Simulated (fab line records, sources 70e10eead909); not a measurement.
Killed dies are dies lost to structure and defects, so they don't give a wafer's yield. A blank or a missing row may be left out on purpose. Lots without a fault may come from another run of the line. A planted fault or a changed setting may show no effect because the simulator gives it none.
Chamber matching | flow nand_harc | NHARC_P_CONTACT_ALD_22 on ald_metal-01: 4 sister chambers
The step deposits TiN, target thk 3 nm, pulse time 1 s, ald cycles 150. 14 wafers are shown with their chamber, then 7 later ones without.

WAFERS WITH THEIR CHAMBER
wafer  | chamber | heater_power_w (W) | precursor_pulse_height_rel
L076.4 | 2       | 1063               | 1.023
L076.5 | 3       | 1248               | 1.006
L076.6 | 2       | 1093               | 1.061
L081.1 | 2       | 1077               | 1.000
L081.3 | 1       | 1114               | 1.010
L081.6 | 3       | 1198               | 0.990
L083.1 | 1       | 1083               | 1.026
L083.2 | 2       | 1064               | 0.973
L083.3 | 3       | 1231               | 0.998
L085.1 | 3       | 1229               | 1.035
L085.2 | 0       | 999                | 0.996
L085.5 | 1       | 1097               | 0.966
L086.3 | 3       | 1233               | 1.032
L086.4 | 2       | 1079               | 0.994

SIGNATURES (means of the wafers above)
reading                    | chamber 0 | chamber 1 | chamber 2 | chamber 3 | scatter within a chamber
heater_power_w             | 999.00    | 1098.00   | 1075.20   | 1227.80   | 15.6
precursor_pulse_height_rel | 0.99600   | 1.00067   | 1.01020   | 1.01220   | 0.0284
Rule: a wafer's distance from a chamber is the root of the sum, over the readings, of the square of ((its reading less the chamber's mean) divided by the reading's scatter). The wafer belongs to the nearest chamber; if the next one is less than 2 further off, it can't be placed. The scatter: the root of (the sum of the squares of (reading less its chamber's mean) over the shown wafers, divided by (wafers less chambers)).

WAFERS WITHOUT THEIR CHAMBER
wafer  | heater_power_w (W) | precursor_pulse_height_rel
L086.5 | 1094               | 1.027
L088.1 | 1000               | 1.004
L088.5 | 1067               | 0.960
L088.6 | 1116               | 1.005
L091.1 | 1243               | 1.030
L091.4 | 994                | 1.020
L091.5 | 1242               | 0.967

WHICH CHAMBER EACH WENT THROUGH
wafer  | from the rows above     | in truth
L086.5 | can't be placed: 1 or 2 | 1
L088.1 | 0                       | 0
L088.5 | can't be placed: 2 or 1 | 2
L088.6 | can't be placed: 1 or 2 | 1
L091.1 | 3                       | 3
L091.4 | 0                       | 0
L091.5 | 3                       | 3
Placed correctly: 4 of 7. Can't be placed from these rows: 3 (the true chamber is among the candidates in 3). Placed wrongly: 0.
